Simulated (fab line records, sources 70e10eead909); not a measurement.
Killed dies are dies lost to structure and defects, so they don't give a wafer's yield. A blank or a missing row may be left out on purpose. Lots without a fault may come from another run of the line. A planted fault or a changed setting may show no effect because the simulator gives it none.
Chamber matching | flow nand_harc | NHARC_A_CONTACT_ALD_18 on ald_metal-04: 4 sister chambers
The step deposits TiN, target thk 3 nm, pulse time 1 s, ald cycles 150. 4 wafers are shown with their chamber, then 8 later ones without.

WAFERS WITH THEIR CHAMBER
wafer  | chamber | heater_power_w (W)
L956.2 | 1       | 1037
L958.5 | 3       | 1160
L958.6 | 0       | 1126
L961.1 | 2       | 1112

WAFERS WITHOUT THEIR CHAMBER
wafer  | heater_power_w (W)
L961.2 | 1034
L961.3 | 1160
L962.1 | 955
L962.2 | 1219
L962.3 | 1123
L971.1 | 1216
L971.2 | 1160
L971.3 | 945

WHICH CHAMBER EACH WENT THROUGH
wafer  | from the rows above               | in truth
L961.2 | can't be placed: 1 or 2 or 0      | 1
L961.3 | can't be placed: 3 or 0 or 2      | 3
L962.1 | can't be placed: 1 or 2 or 0      | 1
L962.2 | can't be placed: 3 or 0 or 2      | 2
L962.3 | can't be placed: 0 or 2 or 3 or 1 | 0
L971.1 | can't be placed: 3 or 0 or 2      | 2
L971.2 | can't be placed: 3 or 0 or 2      | 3
L971.3 | can't be placed: 1 or 2 or 0      | 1
Placed correctly: 0 of 8. Can't be placed from these rows: 8 (the true chamber is among the candidates in 8). Placed wrongly: 0.
How it was worked out, from the rows above alone: a wafer's distance from a chamber is the root of the sum, over the readings, of the square of ((its reading less the chamber's mean) divided by the reading's scatter). The wafer belongs to the nearest chamber; if the next one is less than 2 further off, it can't be placed. A chamber's mean is the mean of its shown wafers. The scatter: with one shown wafer a chamber, the root of the mean of the squares of how far each hidden wafer lies from its nearest shown one.
